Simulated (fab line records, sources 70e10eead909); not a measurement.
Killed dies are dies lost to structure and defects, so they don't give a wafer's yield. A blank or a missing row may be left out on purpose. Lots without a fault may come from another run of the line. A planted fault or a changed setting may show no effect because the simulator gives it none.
A struck lot beside a sound one | flow nand_harc | 13 steps out of a route of 1159
Sound: wafers L100.2, L100.3, L100.4. Struck: wafer L121.4. (L121.1, L121.5 of the same lot were not struck and are left out.) The cause comes at the end.
At each step with rows: each side's tool, then ch and its chambers, then its first start. Under that, the readings that differ: sound wafers | struck wafers | difference of the means | sigmas: that difference in standard deviations of wafers without a fault.
alike: readings whose means differ by less than 2 such deviations, and words and numbers that are the same on both sides. not compared: withheld readings, readings that some wafer has no value for, bounds like >300 that may hide the same value, and numbers for which the record gives no deviation and whose values overlap.
The two part at a step that has a row with sigmas, a row that says differs or no value, or rows on one side only. Numbers that don't overlap but have no deviation are shown without sigmas and don't part them. A reading that every wafer of one side lacks parts them only if that side has two wafers or more.

first, 3 steps without rows for these wafers: NHARC_A_STAIRCASE_PEB_07 (peb time 130 s); NHARC_A_STAIRCASE_DEVELOP_08 (time 140 s); NHARC_A_STAIRCASE_HARDBAKE_10 (time 140 s).
NHARC_A_STAIRCASE_DESCUM_11: chemistry O2, time 3 s.
  sound on rie_diel-02 ch 0,1,2, day 10 21:42; struck on rie_diel-02 ch 1, day 15 22:51
  alike: chamber_pressure_mTorr, drypump_motor_current_A, oes_product_au, rf_vpp_V, showerhead_plenum_p_Torr, throttle_valve_pct
  not compared: rf_hours_counter_h
NHARC_A_STAIRCASE_TRIM_12: chemistry O2, time 211.2 s.
  sound on rie_diel-02 ch 0,1,2, day 10 21:47; struck on rie_diel-02 ch 0, day 15 22:58
  alike: chamber_pressure_mTorr, drypump_motor_current_A, oes_product_au, rf_vpp_V, showerhead_plenum_p_Torr, throttle_valve_pct
  not compared: rf_hours_counter_h
NHARC_A_STAIRCASE_ETCH_13: etches the open film in C4F8/O2, target depth 100 nm, time 40.5 s.
  sound on rie_diel-02 ch 0,1,3; struck on rie_diel-02 ch 2
  reading      | sound       | struck | difference | sigmas
  rf_vpp_V (V) | 888 891 890 | 906    | +16        | +3
  alike: chamber_pressure_mTorr, oes_product_au
  not compared: rf_hours_counter_h
NHARC_A_STAIRCASE_TRIM_14: chemistry O2, time 211.2 s.
  sound on rie_diel-02 ch 0,1,3; struck on rie_diel-02 ch 0
  alike: chamber_pressure_mTorr, drypump_motor_current_A, oes_product_au, rf_vpp_V, showerhead_plenum_p_Torr, throttle_valve_pct
  not compared: rf_hours_counter_h
then, 3 steps without rows for these wafers: NHARC_A_STAIRCASE_ETCH_15 (etches the open film in C4F8/O2, target depth 100 nm, time 40.5 s); NHARC_A_STAIRCASE_TRIM_16 (chemistry O2, time 211.2 s); NHARC_A_STAIRCASE_ETCH_17 (etches the open film in C4F8/O2, target depth 100 nm, time 40.5 s).
NHARC_A_STAIRCASE_TRIM_18: chemistry O2, time 211.2 s.
  sound on rie_diel-02 ch 0,1,2; struck on rie_diel-02 ch 2
  reading                         | sound                | struck | difference | sigmas
  rf_vpp_V (V)                    | 56.4 57.0 56.9       | 58.8   | +2.0       | +2
  showerhead_plenum_p_Torr (Torr) | 3.28 3.31 3.39       | 3.80   | +0.47      | +3
  throttle_valve_pct (%)          | 17.027 17.014 17.028 | 17.043 | +0.020     | +2
  alike: chamber_pressure_mTorr, drypump_motor_current_A, oes_product_au
  not compared: rf_hours_counter_h
NHARC_A_STAIRCASE_ETCH_19: etches the open film in C4F8/O2, target depth 100 nm, time 40.5 s.
  sound on rie_diel-02 ch 1,2,3, day 10 22:45; struck on rie_diel-02 ch 0, day 15 23:56
  reading               | sound             | struck | difference | sigmas
  oes_product_au (a.u.) | 0.949 0.926 0.935 | 1.146  | +0.209     | +16
  alike: chamber_pressure_mTorr, rf_vpp_V
  not compared: rf_hours_counter_h
-- the record jumps here: 9 days lie between the struck wafers' starts before and after (it left off in module A_STAIRCASE and takes up again in module END, whose first step shown is number 1159 of the route) --
NHARC_END_SORT_01:
  the record has rows for the struck wafers here (prober-01 ch 0, day 24 20:25) and none for the sound ones

WHERE THEY PART
First at NHARC_A_STAIRCASE_ETCH_13; last, within this record, at NHARC_END_SORT_01.

WHY: what the simulator had put in
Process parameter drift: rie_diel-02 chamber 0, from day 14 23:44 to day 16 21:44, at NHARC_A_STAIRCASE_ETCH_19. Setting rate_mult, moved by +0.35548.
